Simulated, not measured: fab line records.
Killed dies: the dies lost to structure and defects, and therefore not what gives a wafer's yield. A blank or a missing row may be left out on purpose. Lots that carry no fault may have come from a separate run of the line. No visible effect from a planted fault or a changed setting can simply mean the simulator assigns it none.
Comparing a struck lot with a sound one -- flow n5Finfet -- 37 out of 1938 route steps
Sound: the wafers L684.1, L684.2, L684.3. Struck: wafers L695.2, L695.4, L695.5. The cause is named last.
At each step with rows: each side's tool, then ch and its chambers, then its first start. Under that, the readings that differ: sound wafers -- struck wafers -- difference of the means -- sigmas: that difference in standard deviations of wafers without a fault.
alike: readings whose means differ by less than 2 such deviations, and words and numbers that are the same on both sides. not compared: withheld readings, readings that some wafer has no value for, bounds like >300 that may hide the same value, and numbers for which the record gives no deviation and whose values overlap.
The two part at a step that has a row with sigmas, a row that says differs or no value, or rows on one side only. Numbers that have no deviation but don't overlap get no sigmas and don't part them. A reading missing from all wafers of one side parts the sides only when that side holds two or more wafers.

first, 8 steps without rows for these wafers: N5_BEOL_M5_ANNEAL_51 (time 90 s); N5_BEOL_M5_CMP_52 (polishes, stops on SiCOH lowk, t overpolish 6.9 s, target thk 62 nm); N5_BEOL_M5_PRE_CLEAN_77 (time 15 s); N5_BEOL_M5_CO_CAP_78 (material Co, precursor CCTBA/H2, target thk 2 nm, time 102.1 s); N5_BEOL_M5_PRE_CLEAN_55 (time 15 s); N5_BEOL_M5_DEP_56 (deposits SiCN from 3MS/NH3, target thk 8 nm, time 14 s); N5_BEOL_M6_ILD_DEP_00 (deposits SiCOH lowk from DEMS/porogen, target thk 179.75 nm, time 33.4 s); N5_BEOL_M6_CURE_74 (cures SiCOH lowk, time 240 s).
N5_BEOL_M6_PECVD_70: deposits SiO2 from TEOS/O2, target thk 20 nm, time 22.7 s.
  sound on pecvd-03 ch 0,1,2, day 10 04:54; struck on pecvd-01 ch 0,2, day 13 03:41
  alike: heaterPowerW, rfFwdPowerW, showerheadPlenumPTorr, susceptorTempC, throttleValvePct
then, 25 steps without rows for these wafers: N5_BEOL_M6_HM_DEP_02 (deposits TiN, target thk 20 nm); N5_BEOL_M6_COAT_59 (time 60 s, resist thk 100 nm); N5_BEOL_M6_COAT_60 (time 60 s, resist thk 35 nm); N5_BEOL_M6_COAT_05 (resist thk 90 nm); N5_BEOL_M6_EBR_07; N5_BEOL_M6_SOFTBAKE_06 (time 60 s); N5_BEOL_M6_EXPOSE_08 (exposes mask M6); N5_BEOL_M6_PEB_09 (peb time 60 s); N5_BEOL_M6_DEVELOP_10 (develop time 30 s); N5_BEOL_M6_DESCUM_16 (chemistry O2, time 7.9 s); N5_BEOL_M6_ETCH_61 (etches SiARC in CF4, target depth 45.5 nm, time 75.8 s); N5_BEOL_M6_ETCH_62 (etches SOC in N2/H2, target depth 110 nm, overetch 22 nm, time 165 s); N5_BEOL_M6_STRIP_68 (strips in N2/H2); N5_BEOL_M6_STRIP_67 (strips in CF4); N5_BEOL_M6_HM_OPEN_17 (chemistry Cl2/BCl3, target TiN, target depth 20 nm, overetch 6 nm); N5_BEOL_M6_STRIP_19 (strips in O2); N5_BEOL_M6_COAT_63 (time 60 s, resist thk 60 nm); N5_BEOL_M6_COAT_64 (time 60 s, resist thk 12 nm); N5_BEOL_M6_COAT_71 (time 60 s, resist thk 5 nm); N5_BEOL_M6_COAT_22 (resist thk 30 nm); N5_BEOL_M6_EBR_24; N5_BEOL_M6_SOFTBAKE_23 (time 60 s); N5_BEOL_M6_EXPOSE_25 (exposes mask V5, target cd 40 nm); N5_BEOL_M6_PEB_26 (peb time 60 s); N5_BEOL_M6_DEVELOP_27 (develop time 30 s).
N5_BEOL_M6_HM_STRIP_39: strips TiN in peroxide tin strip, target depth 25 nm, time 158 s.
  sound on wetBench-02 ch 1,2,7, day 10 08:02; struck on wetBench-04 ch 4,5,7, day 13 07:16
reading,sound,struck,difference,sigmas
model.SiO2_of_BEOL_M6_PECVD_70.thkNm (nm),19.6 19.6 19.6,40 40.6 40.4,+21,
N5_BEOL_M6_CMP_52: polishes, stops on SiCOH lowk, t overpolish 6.9 s, target thk 80 nm.
  sound on cmp-02 ch 1,2,3, day 10 10:32; struck on cmp-02 ch 0,2,3, day 13 10:17
reading,sound,struck,difference,sigmas
barrierFieldEndpointS (s),27.4 28.1 28.3,46.6 46.6 46.6,+18.7,+26
overpolishRunS (s),6.909 6.895 6.890,0.042 0.036 0.033,-6.861,-99 or more
  alike: motorCurrentA, timeToEndpointS
following that, these wafers have no rows for 1 step: N5_PASSIVATION_PROBE_49.

WHERE THEY PART
Within this record, at N5_BEOL_M6_CMP_52 only.

WHY: what the simulator had put in
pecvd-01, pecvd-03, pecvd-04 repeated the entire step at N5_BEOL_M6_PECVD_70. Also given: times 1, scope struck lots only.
